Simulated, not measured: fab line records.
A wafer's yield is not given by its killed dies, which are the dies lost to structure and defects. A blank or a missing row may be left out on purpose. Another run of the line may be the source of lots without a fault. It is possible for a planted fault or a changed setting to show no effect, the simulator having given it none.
A single fault, viewed from 2 desks -- flow nand-harc -- each desk holds nothing but its own numbers, with what lay behind them at the end

== METROLOGY DESK ==
Lot by lot, what the gauges showed, no matter which tool ran the lot: averages of those sampled wafers that carry a number. The brackets show how far a lot's mean lies from the usual mean; more than 4 standard deviations puts the lot out of limits, marked OUT.
Columns: A = thk-nm at NHARC_P_M1_THK_MEAS_24, usual 158.0 nm
lot,first seen here,A
L838,day 6 05:21,159.2
L842,day 7 06:55,157.6
L844,day 7 08:41,158.9
L846,day 8 01:26,157.0
L847,day 8 07:36,157.5
L849,day 8 16:50,159.2
L848,day 8 17:56,154.7
L850,day 9 06:37,157.8
L851,day 9 07:44,154.0
L859,day 11 13:25,158.3
L860,day 11 14:12,158.4
This desk found nothing out of limits on any of the 11 lots.

== TOOL OWNER'S DESK, cmp-01 ==
The tool's own readings at NHARC_P_M1_CMP_23 (polishes, t overpolish 20 s, target thk 157.82 nm): means of the sampled wafers that have a number, for each lot that ran on this tool. The brackets show how far a lot's mean lies from the usual mean; more than 4 standard deviations puts the lot out of limits, marked OUT.
Columns: A = edge-zone-pressure-frac at NHARC_P_M1_CMP_23, usual 1.000; B = motor-current-A at NHARC_P_M1_CMP_23, usual 11.9 A; C = pad-life-wafers at NHARC_P_M1_CMP_23, usual 306; D = retaining-ring-pressure-frac at NHARC_P_M1_CMP_23, usual 1.000; E = slurry-flow-ml-min at NHARC_P_M1_CMP_23, usual 150.0; F = time-to-endpoint-s at NHARC_P_M1_CMP_23, usual 28.7 s
lot,first seen here,A,B,C,D,E,F
L838,day 6 05:02,1.003,11.7,67,1.000,149.9,29.8
L846,day 8 01:08,1.002,12.4,362,0.997,150.0,28.2
L847,day 8 07:20,1.004,13.1,410,1.000,150.0,26.2
L850,day 9 06:19,1.002,13.2,542,0.998,150.0,26.4
L851,day 9 07:27,0.999,13.6,553,1.003,149.9,21.5
This desk found nothing out of limits on any of the 5 lots.

== TAKEN TOGETHER ==
At the metrology desk, nothing out of limits was observed.
The desk of the tool owner found nothing out of limits.

== WHAT THE SIMULATOR HAD PUT IN ==
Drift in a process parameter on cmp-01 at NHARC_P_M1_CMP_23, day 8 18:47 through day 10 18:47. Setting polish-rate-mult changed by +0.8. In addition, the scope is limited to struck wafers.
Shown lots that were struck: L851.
